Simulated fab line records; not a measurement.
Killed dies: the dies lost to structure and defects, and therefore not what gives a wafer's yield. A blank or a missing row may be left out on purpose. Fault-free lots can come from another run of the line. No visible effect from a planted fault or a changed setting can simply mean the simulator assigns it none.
Comparing a struck lot with a sound one :: flow nand harc :: 15 steps out of a route of 1302
Sound: the wafers L549.2, L549.3, L549.5. Struck: wafers L557.1, L557.6. (L557.2 of the same lot was not struck and is left out.) The cause comes at the end.
Each step with rows lists, per side, the tool, then ch with its chambers, then its first start. Under that, the readings that differ: sound wafers :: struck wafers :: difference of the means :: sigmas: that difference in standard deviations of wafers without a fault.
alike: same words and numbers on both sides, and readings whose means sit less than 2 such deviations apart. not compared: any withheld reading, any reading some wafer has no value for, any bound like >300 that may hide the same value, and any number with overlapping values for which the record gives no deviation.
The two part at a step that has a row with sigmas, a row that says differs or no value, or rows on one side only. Numbers that have no deviation but don't overlap get no sigmas and don't part them. Lack of a reading on every wafer of one side parts them only where that side has two or more wafers.

NHARC_P_M0_OVL_MEAS_10: pitch 180 nm.
  struck on overlay-01, day 12 05:08; sound on overlay-01, day 8 22:54
  alike: overlay x nm, overlay y nm
NHARC_P_M0_INSPECT_11:
  struck on defect inspect-01, day 12 05:10; sound on defect inspect-01, day 8 22:56
  alike: raw defect count
then, 1 step without rows for these wafers: NHARC_P_M0_DESCUM_14 (chemistry O2, time 3 s).
NHARC_P_M0_ETCH_34: etches the open film in N2/H2, target depth 40 nm, overetch 12 nm, time 43.94 s.
  sound on rie diel-01 ch 1,2,3, day 8 23:06; struck on rie diel-06 ch 2,3, day 12 05:19
  alike: drypump motor current A, oes product au, rf vpp V, showerhead plenum p Torr, throttle valve pct
  not compared: rf hours counter h
NHARC_P_M0_ETCH_15: etches the open film in C4F8/Ar, target depth 150 nm, overetch 15 nm, time 82.5 s.
  sound: rie diel-01 ch 1,2; struck: rie diel-06 ch 0,2
  alike: oes product au, rf vpp V
  not compared: rf hours counter h
NHARC_P_M0_CD_MEAS_16:
  struck on cd sem-02, day 12 05:32; sound on cd sem-02, day 8 23:18
  alike: cd nm
NHARC_P_M0_STRIP_18: strips in N2/H2.
  sound on rie diel-06 ch 0,2, day 8 23:24; struck on rie diel-06 ch 1,2, day 12 05:37
  alike: drypump motor current A, oes product au, rf vpp V, showerhead plenum p Torr, throttle valve pct
  not compared: rf hours counter h
then, 1 step without rows for these wafers: NHARC_P_M0_STRIP_19 (strips in post etch residue remover, time 600 s).
NHARC_P_M0_DEGAS_28: time 60 s.
  struck on pvd sputter-03, day 12 06:10; sound on pvd sputter-01, day 8 23:56
  alike: heater power w
then, 1 step without rows for these wafers: NHARC_P_M0_PRE_CLEAN_29 (time 30 s).
NHARC_P_M0_PVD_20: deposits TaN, target thk 5 nm, time 8.06 s.
  sound on pvd sputter-01; struck on pvd sputter-03
  alike: cathode dc power W, throttle valve pct
then, 1 step without rows for these wafers: NHARC_P_M0_PVD_21 (deposits Cu, target thk 30 nm, time 20.49 s).
NHARC_P_M0_ECD_22: material Cu, target thk 400 nm.
  sound on ecd cu-01 ch 0,1, day 9 00:20; struck on ecd cu-01 ch 0, day 12 06:31
  alike: bath heat duty pct
then, 1 step without rows for these wafers: NHARC_P_M0_ANNEAL_30 (time 90 s).
NHARC_P_M0_CMP_23: polishes, t overpolish 20 s, target thk 117.54 nm.
  sound on cmp-01 ch 0,1, day 9 01:02; struck on cmp-01 ch 1,3, day 12 07:16
reading: time to endpoint s (s)
sound: 32.6 31.2 34.1
struck: 11.8 6.6
difference: -23.4
sigmas: -9
  alike: motor current A

== WHERE THEY PART ==
Only at NHARC_P_M0_CMP_23, as far as this record shows.

WHY: what the simulator had put in
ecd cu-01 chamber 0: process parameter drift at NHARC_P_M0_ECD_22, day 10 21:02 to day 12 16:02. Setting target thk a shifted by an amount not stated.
